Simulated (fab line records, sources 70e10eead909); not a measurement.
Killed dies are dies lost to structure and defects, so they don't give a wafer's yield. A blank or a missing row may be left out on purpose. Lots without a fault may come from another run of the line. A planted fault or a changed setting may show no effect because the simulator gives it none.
fab line records | flow nand_harc
record lots=6 wafers=18 last_day=25
route steps=1159 shown A_STAIRCASE@584 END@1159
lots that met no fault: from a run of the same line without faults
start_h: hours from the record's first day to the start of the lot's first wafer shown | wait_h: hours since the lot's step before | " the same as in the row above | L1.1+2: a row that stands for several wafers | - no value, or no start given | * or withheld: withheld | < > ~ a bound
route shown NAME@n: a module of which the file shows steps, and the number in the route of the first | usual: mean/standard deviation of fault-free wafers | same: alike in all rows | chamber/n: place in a boat | sites: the reading at each site | _std_site: their standard deviation | _edge_site: outer sites' mean less inner sites' | radius_mm: how far each site lies from the wafer's centre | mask NAME#n: copy n | behind: the tool/chamber that last shaped the wafer | hold: why the lot was held/for how many hours/how that ended | device: the transistor (n, p or np) that didn't switch | end of line: the same wafers' tests at the end of the route | a step without rows: its recipe alone | killed: dies lost to structure and defects at the first sort, not the wafer's yield | map: a wafer's dies, x killed, . not, _ none there
set.NAME: the setting as run; set.NAME@STEP: as run at that earlier step | model.NAME: the simulator's own value behind a step, which no gauge read
lots at some steps of the route; a table a step, a row a wafer
services: from which hour (start_h, from the record's first day; less than 0 if before it) a tool's chamber was out of use, for how many hours, and why
## steps
# step NHARC_A_STAIRCASE_ETCH_190
# recipe target_depth_a=1000 time_s=40.5 ion_energy_ev=400 c4f8_flow_sccm=20 o2_flow_sccm=10 ar_flow_sccm=withheld rf_w=600 bias_w=1000 chemistry=C4F8/O2
# usual bias_w=999.8/2.9 chamber_pressure_mTorr=24.997/0.022 oes_product_au=0.945/0.0097 rf_vpp_V=896/3.7
# columns lot.wafer tool chamber start_h wait_h bias_w chamber_pressure_mTorr oes_product_au rf_hours_counter_h rf_vpp_V
L822.4 rie_diel-04 1 - - 999.0 24.989 0.942 49 894
L822.2 " 2 " " 998.5 25.024 0.942 44 893
L822.1 " 3 " " 997.4 24.965 0.939 54 898
L831.2 rie_diel-05 2 - - 996.9 24.987 0.941 50 896
L831.3 " 3 " " 1001.2 25.048 0.944 48 889
L831.6 " 1 " " 998.4 24.966 0.963 - 901
L836.2 rie_diel-05 2 - - 999.7 24.987 0.948 61 896
L836.5 " 0 " " 998.3 25.034 0.957 - 898
L836.4 " 2 " " 1000.3 25.000 0.945 - 896
L838.1 rie_diel-04 0 - - 1000.7 25.011 0.940 16 898
L838.3 " 1 " " 999.0 24.979 0.942 15 894
L838.5 " 3 " " 999.2 25.018 0.928 - 897
L837.3 rie_diel-04 0 - - 1006.4 24.991 0.953 22 898
L837.1 " 1 " " 1001.6 25.000 0.931 20 894
L837.6 " 3 " " 999.6 24.978 0.937 - 896
L844.3 rie_diel-05 0 - - 1000.0 24.974 0.949 10 896
L844.4 " 3 " " 1002.9 24.974 0.950 15 888
L844.5 " 1 " " 997.4 24.989 0.947 - 900
# step NHARC_A_STAIRCASE_TRIM_191
# recipe time_s=211.2 o2_flow_sccm=500 ar_flow_sccm=0 bias_w=0 chemistry=O2
# usual chamber_pressure_mTorr=59.99/0.055 drypump_motor_current_A=5.7/0.37 oes_product_au=1.004/0.0076 rf_vpp_V=57.7/0.88 run_length_s=232.4/0.4 showerhead_plenum_p_Torr=3.52/0.099 throttle_valve_pct=17.036/0.0095
# same bias_w=0
# columns lot.wafer tool chamber start_h wait_h chamber_pressure_mTorr drypump_motor_current_A oes_product_au rf_hours_counter_h rf_vpp_V run_length_s showerhead_plenum_p_Torr throttle_valve_pct
L822.4 rie_diel-04 2 - - 59.92 5.6 0.996 44 57.1 232.0 3.45 17.038
L822.2 " 3 " " 60.02 6.2 0.991 54 58.0 232.3 3.56 17.032
L822.1 " 0 " " 60.02 5.9 1.005 53 58.2 232.5 3.61 17.035
L831.2 rie_diel-05 3 - - 59.97 5.9 1.006 48 57.7 233.0 3.34 17.036
L831.3 " 0 " " 60.03 6.1 1.006 49 58.0 232.4 3.55 17.028
L831.6 " 2 " " 59.95 5.4 1.004 - 56.8 232.0 3.48 17.042
L836.2 rie_diel-05 0 - - 59.99 6.1 1.009 63 57.0 232.7 3.54 17.042
L836.5 " 3 " " 59.90 5.9 1.011 - 56.7 233.1 3.33 17.039
L836.4 " 2 " " 59.98 5.4 1.002 - 57.0 232.5 3.48 17.036
L838.1 rie_diel-04 1 - - 59.89 5.0 1.004 15 57.9 232.0 3.48 17.048
L838.3 " 3 " " 59.98 6.2 1.008 16 57.5 232.6 3.55 17.024
L838.5 " 0 " " 60.02 6.0 1.016 - 58.4 232.6 3.60 17.028
L837.1 rie_diel-04 3 - - 60.01 6.2 1.004 22 58.3 232.5 3.54 17.038
L837.3 " 2 " " 60.03 5.7 1.007 20 58.0 232.0 3.43 17.042
L837.6 " 0 " " 60.02 5.9 1.017 - 57.8 232.7 3.60 17.042
L844.4 rie_diel-05 0 - - 60.08 6.1 1.003 10 57.0 232.3 3.53 17.034
L844.3 " 1 " " 60.03 6.0 1.007 2 56.5 232.0 3.64 17.045
L844.5 " 1 " " 60.08 6.0 1.012 - 57.7 231.8 3.64 17.025
# step NHARC_A_STAIRCASE_ETCH_192
# recipe target_depth_a=1000 time_s=40.5 ion_energy_ev=400 c4f8_flow_sccm=20 o2_flow_sccm=10 ar_flow_sccm=withheld rf_w=600 bias_w=1000 chemistry=C4F8/O2
# usual bias_w=999.6/2.9 chamber_pressure_mTorr=25.000/0.021 oes_product_au=0.946/0.017 rf_vpp_V=896/3.9
# columns lot.wafer tool chamber start_h wait_h bias_w chamber_pressure_mTorr oes_product_au rf_hours_counter_h rf_vpp_V
L822.4 rie_diel-04 2 - - 1001.7 25.031 0.928 44 892
L822.2 " 3 " " 998.7 24.975 0.937 54 899
L822.1 " 0 " " 1000.9 25.006 0.946 53 898
L831.3 rie_diel-05 3 - - 1001.6 25.029 0.938 48 888
L831.2 " 1 " " 999.8 25.007 0.964 52 900
L831.6 " 3 " " 998.7 25.016 0.943 - 889
L836.2 rie_diel-05 3 - - 1000.7 25.020 0.947 63 888
L836.5 " 3 " " 1004.7 25.028 0.942 - 889
L836.4 " 0 " " 1003.1 24.990 0.948 - 897
L838.1 rie_diel-04 3 - - 996.4 24.997 0.936 16 898
L838.3 " 0 " " 1002.8 24.996 0.947 16 898
L838.5 " 1 " " 999.8 25.028 0.929 - 896
L837.3 rie_diel-04 1 - - 996.1 24.975 0.934 20 894
L837.1 " 0 " " 1001.5 24.996 0.947 22 899
L837.6 " 2 " " 999.5 25.022 0.939 - 892
L844.3 rie_diel-05 3 - - 1003.6 24.972 0.952 15 888
L844.4 " 2 " " 999.8 25.029 0.958 15 893
L844.5 " 3 " " 1001.4 24.994 0.945 - 888
# step NHARC_A_STAIRCASE_TRIM_193
# recipe time_s=211.2 o2_flow_sccm=500 ar_flow_sccm=0 bias_w=0 chemistry=O2
# step NHARC_A_STAIRCASE_ETCH_194
# recipe target_depth_a=1000 time_s=40.5 ion_energy_ev=400 c4f8_flow_sccm=20 o2_flow_sccm=10 ar_flow_sccm=withheld rf_w=600 bias_w=1000 chemistry=C4F8/O2
# step NHARC_A_STAIRCASE_TRIM_196
# recipe time_s=211.2 o2_flow_sccm=500 ar_flow_sccm=0 bias_w=0 chemistry=O2
# step NHARC_A_STAIRCASE_ETCH_197
# recipe target_depth_a=1000 time_s=40.5 ion_energy_ev=400 c4f8_flow_sccm=20 o2_flow_sccm=10 ar_flow_sccm=withheld rf_w=600 bias_w=1000 chemistry=C4F8/O2
# step NHARC_A_STAIRCASE_TRIM_198
# recipe time_s=211.2 o2_flow_sccm=500 ar_flow_sccm=0 bias_w=0 chemistry=O2
# step NHARC_A_STAIRCASE_ETCH_199
# recipe target_depth_a=1000 time_s=40.5 ion_energy_ev=400 c4f8_flow_sccm=20 o2_flow_sccm=10 ar_flow_sccm=withheld rf_w=600 bias_w=1000 chemistry=C4F8/O2
# usual bias_w=1000/3.2 chamber_pressure_mTorr=24.999/0.024 oes_product_au=0.943/0.011 rf_vpp_V=897/3.5
# columns lot.wafer tool chamber start_h wait_h bias_w chamber_pressure_mTorr oes_product_au rf_hours_counter_h rf_vpp_V
L822.4 rie_diel-04 3 - - 999 24.960 0.936 55 898
L822.2 " 0 " " 993 24.995 0.954 53 900
L822.1 " 2 " " 1005 24.964 0.937 44 892
L831.3 rie_diel-05 2 - - 997 24.992 0.929 50 893
L831.2 " 3 " " 1000 24.994 0.951 49 889
L831.6 " 1 " " 999 25.005 0.944 - 900
L836.4 rie_diel-04 1 - - 1003 25.014 0.952 15 894
L836.2 " 3 " " 1001 24.972 0.923 16 896
L836.5 " 1 " " 1001 25.018 0.943 - 895
L838.1 rie_diel-11 0 - - 999 25.005 0.960 45 894
L838.3 " 1 " " 999 25.024 0.947 47 899
L838.5 " 0 " " 1001 25.009 0.955 - 896
L837.1 rie_diel-04 0 - - 994 24.994 0.963 22 899
L837.3 " 2 " " 1001 24.984 0.944 21 893
L837.6 " 0 " " 996 24.982 0.958 - 900
L844.4 rie_diel-11 1 - - 1001 25.015 0.945 2 899
L844.3 " 3 " " 1000 24.996 0.955 2 898
L844.5 " 0 " " 1002 25.000 0.968 - 896
# step NHARC_A_STAIRCASE_TRIM_200
# recipe time_s=211.2 o2_flow_sccm=500 ar_flow_sccm=0 bias_w=0 chemistry=O2
# step NHARC_A_STAIRCASE_ETCH_201
# recipe target_depth_a=1000 time_s=40.5 ion_energy_ev=400 c4f8_flow_sccm=20 o2_flow_sccm=10 ar_flow_sccm=withheld rf_w=600 bias_w=1000 chemistry=C4F8/O2
# usual bias_w=999.6/2.9 chamber_pressure_mTorr=25.000/0.023 oes_product_au=0.943/0.011 rf_vpp_V=897/3.8
# columns lot.wafer tool chamber start_h wait_h bias_w chamber_pressure_mTorr oes_product_au rf_hours_counter_h rf_vpp_V
L822.4 rie_diel-04 2 - - 998.0 25.017 0.942 45 893
L822.1 " 0 " " 997.4 24.974 0.946 54 900
L822.2 " 1 " " 1001.5 24.977 0.936 50 894
L831.3 rie_diel-05 3 - - 1000.2 25.020 0.938 49 890
L831.2 " 1 " " 1000.6 25.000 0.949 52 901
L831.6 " 0 " " 1002.4 24.968 0.950 - 898
L836.2 rie_diel-04 2 - - 996.9 25.026 0.941 15 893
L836.4 " 0 " " 1001.5 25.040 0.948 16 900
L836.5 " 3 " " 1000.1 25.032 0.939 - 897
L838.3 rie_diel-11 3 - - 997.1 25.036 0.937 47 897
L838.1 " 0 " " 999.1 25.000 0.953 45 896
L838.5 " 1 " " 1000.3 24.975 0.945 - 897
L837.1 rie_diel-04 1 - - 995.0 24.970 0.928 21 895
L837.3 " 2 " " 1002.5 25.039 0.918 21 892
L837.6 " 2 " " 1000.9 24.990 0.920 - 893
L844.3 rie_diel-11 0 - - 1000.9 25.024 0.963 2 894
L844.4 " 2 " " 997.2 25.006 0.944 3 904
L844.5 " 0 " " 1000.4 24.994 0.969 - 895
# step NHARC_A_STAIRCASE_TRIM_202
# recipe time_s=211.2 o2_flow_sccm=500 ar_flow_sccm=0 bias_w=0 chemistry=O2
# usual bias_w=0/0 chamber_pressure_mTorr=60.01/0.053 drypump_motor_current_A=5.7/0.38 oes_product_au=1.004/0.0085 rf_vpp_V=57.9/0.89 run_length_s=232.4/0.4 showerhead_plenum_p_Torr=3.55/0.095 throttle_valve_pct=17.036/0.0094
# columns lot.wafer tool chamber start_h wait_h bias_w chamber_pressure_mTorr drypump_motor_current_A oes_product_au rf_hours_counter_h rf_vpp_V run_length_s showerhead_plenum_p_Torr throttle_valve_pct
L822.4 rie_diel-04 1 252.57 - 0 59.93 5.0 0.995 50 59.3 232.2 3.49 17.042
L822.2 " 2 " " 0 60.01 5.7 0.993 45 58.8 232.2 3.45 17.033
L822.1 " 3 " " 0 59.98 6.2 0.989 55 58.4 232.4 3.56 17.028
L831.2 rie_diel-05 2 302.34 - 0 59.95 5.4 1.008 50 57.8 232.0 3.48 17.036
L831.3 " 0 " " 0 60.03 6.1 1.018 50 58.8 232.8 3.55 17.054
L831.6 " 2 " " 0 60.03 5.4 1.006 - 58.6 232.7 3.48 17.043
L836.2 rie_diel-04 0 338.67 - - 59.99 5.9 1.003 16 58.7 154.6 3.60 17.038
L836.4 " 2 " " 0 60.03 5.7 0.989 15 58.1 232.1 3.44 17.028
L836.5 " 1 " " 0 59.92 5.0 0.993 - 56.8 232.0 3.48 17.043
L838.3 rie_diel-11 0 340.25 - 0 60.02 5.3 1.020 45 57.6 232.3 3.51 17.039
L838.1 " 1 " " 0 59.97 5.5 1.000 47 58.2 232.8 3.59 17.044
L838.5 " 3 " " 0 59.98 5.9 1.009 - 59.2 232.5 3.60 17.023
L837.3 rie_diel-04 2 349.46 - 0 60.09 5.6 1.010 21 58.4 232.3 3.43 17.034
L837.1 " 0 " " - 59.91 6.0 1.015 23 58.0 154.5 3.60 17.009
L837.6 " 1 " " 0 60.07 5.0 1.002 - 55.9 232.5 3.48 17.044
L844.3 rie_diel-11 0 382.61 - 0 59.92 5.3 1.016 2 57.2 232.5 3.50 17.051
L844.4 " 1 " " 0 59.97 5.5 1.002 2 56.5 232.5 3.59 17.034
L844.5 " 3 " " 0 60.04 5.9 1.002 - 58.6 233.0 3.60 17.036
# step NHARC_A_STAIRCASE_ETCH_203
# recipe target_depth_a=1000 time_s=40.5 ion_energy_ev=400 c4f8_flow_sccm=20 o2_flow_sccm=10 ar_flow_sccm=withheld rf_w=600 bias_w=1000 chemistry=C4F8/O2
# step NHARC_END_SORT_01
# recipe temp_c=25
# usual killed_at_array=25/9.8 killed_at_other=0.8/1.1 killed_at_periphery=3.3/2.1 killed_dies=29/10 killed_open=3.3/1.8 killed_short=1.9/1.4
# same gross_dies=677
# columns lot.wafer tool chamber start_h wait_h killed_at_array killed_at_other killed_at_periphery killed_dies killed_open killed_short
L837.1 prober-02 0 548.27 2.5 575 0 2 577 2 2
L836.2 prober-01 0 572.34 2.8 591 0 5 596 3 3
# killed by level:class
L837.1 A_STAIRCASE:area_trim=534 A_SLIT:chamber_film_flake=20 A_CHANNEL_HOLE_D1:chamber_film_flake=11 A_STAIRCASE:chamber_film_flake=3 A_CONTACT:chamber_film_flake=3 P_M0:geometric_particle:open=1 A_SGD_CUT:geometric_particle:short=1 A_WL_FILL:geometric_particle:short=1
L836.2 A_STAIRCASE:area_trim=564 A_CHANNEL_HOLE_D1:chamber_film_flake=20 A_STAIRCASE:chamber_film_flake=2 P_GATE:chamber_film_flake=2 A_CONTACT:chamber_film_flake=2 P_STI:geometric_particle:open=1 P_CONTACT:geometric_particle:short=1 P_M0:geometric_particle:open=1
# map L836.2 (x killed, . not)
____________x____________
_________xxx.x.._________
_______xx.xxxx..xx_______
______x.....xxxx...______
_____.xxxxxxx.x.x..x_____
____.xx.xxxxxx...x.xx____
____xxxx.xx.xxxxx.xx.____
___..xxxxxxxxxxxxxxxx.___
___xxxxxxxxxxxxxxxxxxx___
__xxxxxxxxxxx.xxx.xx.x.__
__xxxxxxxxxxxx.xxxxxxxx__
_xxxxxxxxxxxxxxxxxxx.x.._
_xxxx.xxxxxxxxxxxxxx.xxx_
_xxxxxxxxxxxxxxxxxxxxx.._
_xxxxxxxxxxxxxxxxxxxxxxx_
_xxxxxxxxxxxxxxxxxxxxxx._
xxxxxxxxxxxxxxxxxxxxxxxxx
xxxxxxxxxxxxxxxxxxxxxxxx.
x.xxxxxxxxxxxxxxxxxxxxx.x
..xxxxxxxxxxxxxxxxxxxxx..
xxxxxxxxxxxxxxxxxxxxxx.xx
_xxxxxxx.xxxxxxxxxxxxxx._
_.xxxxxxxxxxxxxxxxxxxx.._
_xxxxxxxxxxxxxxxxxxxx.x._
_xxxxxxxxxxxxxx.xxxxxxxx_
_.xxxxxxx.xxxxxxxxxxxx.._
__..xxxxxxxxxxxxxxxxxxx__
__xx.xxxxxxx.xxxxxxxxx.__
___x.x.xxxxxxxxxxxxxxx___
___xx.xxxxxxxxxxxxxxxx___
____xxxxxxxxxxxx.xxxx____
____..x.xxxxxxxxxxxxx____
_____xxxxxxxxxxxxxxx_____
______..xxxxxxxxxxx______
_______.xxxxxxxx.x_______
_________xxxxxxx_________
____________x____________
# map L837.1 (x killed, . not)
____________.____________
_________.x.xx.._________
_______xxx..x.x..._______
______xxxxxxx..x...______
_____xxxxx.x.xxx...x_____
____.x..xxxx.xx.x.xxx____
____.xx.x.xxxxxxxxxxx____
___.xxx.xxx.xxxxxx...x___
___..x.x..x..xxxxxxxxx___
__xx.xxxxxxx.xxxxxxxxxx__
__.xxxxx.xxxxxx.xxxx.xx__
_.x.xxxxxxxxx.xxxx..xx.._
_xxxxxx.x.xxxxxxxx.xxx.._
_x.x.xxxxxxxxxxxx.xxxx.x_
_xxxxx.xxx.xxxxxxxxx.xxx_
_.xxxxxxxxxxxxxxxxxxxx.x_
xx.xxxxxxxxxx.xxxxxxxxxxx
.xxxxxxx.xx.xxxxxxxxxxx.x
..xxxxxxxxxx.xxxxxxxxxxxx
.x.xxxxxxxxxxxxxxxxxxxxx.
xxxxxxxxxxxxxxxxxxxxxxxxx
_xx.xxx.xxxx.xxxxxxxx.xx_
_xxx.xxxxxxxxxxxxxxxxxxx_
_xxxxxxxxxxxxxxxxxxxxxxx_
_.x.xxxxxxxxxxxxxx.xxxxx_
_xx.xxxxxxxxxxx.xxxxxxxx_
__xxxx.xxxxxxxxxxxxxxxx__
__xxxxxxxxxxxxxxxxxxxxx__
___xxxxxxxxxxxxxxxxx.x___
___xxxxx.xxxxxxx.xxxxx___
____xxxxxxxxxxxx.xxxx____
____xxxxxxxxxxxxxxxxx____
_____xxxxxxxxxxxxxxx_____
______xxx.xxxxxxxxx______
_______xx.xxxxxxxx_______
_________xxxxxx._________
____________x____________
## services
# columns tool chamber start_h hours kind
rie_diel-04 1 229.80 3.6 repair
rie_diel-04 0 243.87 - clean
rie_diel-04 1 243.87 - clean
rie_diel-04 2 243.87 - clean
rie_diel-04 3 243.87 - clean
rie_diel-04 1 253.92 2.7 repair
rie_diel-04 0 268.37 - clean
rie_diel-04 1 268.37 - clean
rie_diel-04 2 268.37 - clean
rie_diel-04 3 268.37 - clean
rie_diel-04 1 275.49 13.2 repair
rie_diel-04 2 286.14 9.2 repair
rie_diel-04 - 289.06 9.0 pm
rie_diel-04 0 289.06 9.0 vent_cycle
rie_diel-04 1 289.06 9.0 vent_cycle
rie_diel-04 3 289.06 9.0 vent_cycle
rie_diel-04 0 298.06 - clean
rie_diel-11 1 304.97 3.8 repair
rie_diel-05 2 305.93 9.1 repair
rie_diel-11 - 310.36 0.3 repair
rie_diel-05 1 323.17 52.0 repair
rie_diel-05 - 341.01 9.0 pm
rie_diel-11 3 350.25 3.7 repair
rie_diel-11 - 366.62 9.0 pm
## key
first_sign step=NHARC_A_STAIRCASE_TRIM_202 reading=run_length_s direction=down sigmas=99+ usual=* struck=*
effect step=NHARC_END_SORT_01 reading=killed_at_array direction=up sigmas=57 usual=25 struck=583
more_kills_born_at NHARC_A_STAIRCASE_TRIM_202@rie_diel-04=1098
met_at NHARC_A_STAIRCASE_TRIM_202
struck_wafers L836.2,L837.1
later_rows_left_out L836.2,L837.1
tester_left_out L836,L837
fault kind=process_parameter_drift tool=rie_diel-04 chamber=0 onset_h=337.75 steps=NHARC_A_STAIRCASE_TRIM_202 channel=time_s offset=* shape=step end_h=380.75 acts_in=* stated=*
# tester_left_out: of these lots the tester's yield and bins aren't shown, on N5 and GAA mostly nor the transistor test; their killed dies are dies lost to structure and defects alone, not to doping, threshold or leakage, so they don't give the yield
# later_rows_left_out: the simulator's readings of these wafers behind a module that went badly wrong aren't trusted and aren't shown, but for the sort
